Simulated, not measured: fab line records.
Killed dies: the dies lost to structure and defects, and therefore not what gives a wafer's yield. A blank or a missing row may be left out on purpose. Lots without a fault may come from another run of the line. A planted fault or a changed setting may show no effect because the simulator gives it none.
Chamber matching    flow n5Finfet    cvdCo-01 running N5_BEOL_M3_CO_CAP_55: 3 sister chambers
The step material Co, precursor CCTBA/H2, target thk 2 nm, time 102.1 s. 6 wafers are shown with their chamber, then 12 later ones without.

## WAFERS PAIRED WITH THEIR CHAMBERS
wafer   chamber  heaterPowerW (W)
L087.4  0        258
L085.1  1        255
L085.5  0        248
L089.1  2        210
L089.5  2        211
L089.6  1        252

## WAFERS WITH NO CHAMBER GIVEN
wafer   heaterPowerW (W)
L090.3  211
L090.4  247
L090.6  246
L091.1  251
L091.5  210
L091.6  247
L093.1  247
L093.4  247
L093.6  248
L096.1  250
L096.4  213
L096.5  250

## EACH ONE'S CHAMBER
wafer   from the rows above      in truth
L090.3  2                        2
L090.4  can't be placed: 0 or 1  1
L090.6  can't be placed: 0 or 1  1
L091.1  can't be placed: 0 or 1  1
L091.5  2                        2
L091.6  can't be placed: 0 or 1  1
L093.1  can't be placed: 0 or 1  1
L093.4  can't be placed: 0 or 1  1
L093.6  can't be placed: 0 or 1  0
L096.1  can't be placed: 0 or 1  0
L096.4  2                        2
L096.5  can't be placed: 0 or 1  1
Correctly placed: 3 of 12. Can't be placed from these rows: 9 (the true chamber is among the candidates in 9). Placed wrongly: 0.
How it was worked out, from the rows above alone: a wafer's distance from a chamber is the root of the sum, over the readings, of the square of ((its reading less the chamber's mean) divided by the reading's scatter). If the next closest chamber is less than 2 further off than the closest, the wafer can't be placed; otherwise it belongs to the closest. The mean given for a chamber averages the wafers shown for that chamber. How the scatter is found: for the shown wafers, subtract from each reading the mean of its chamber, square and add these, divide the total by (wafers less chambers), then take the root.
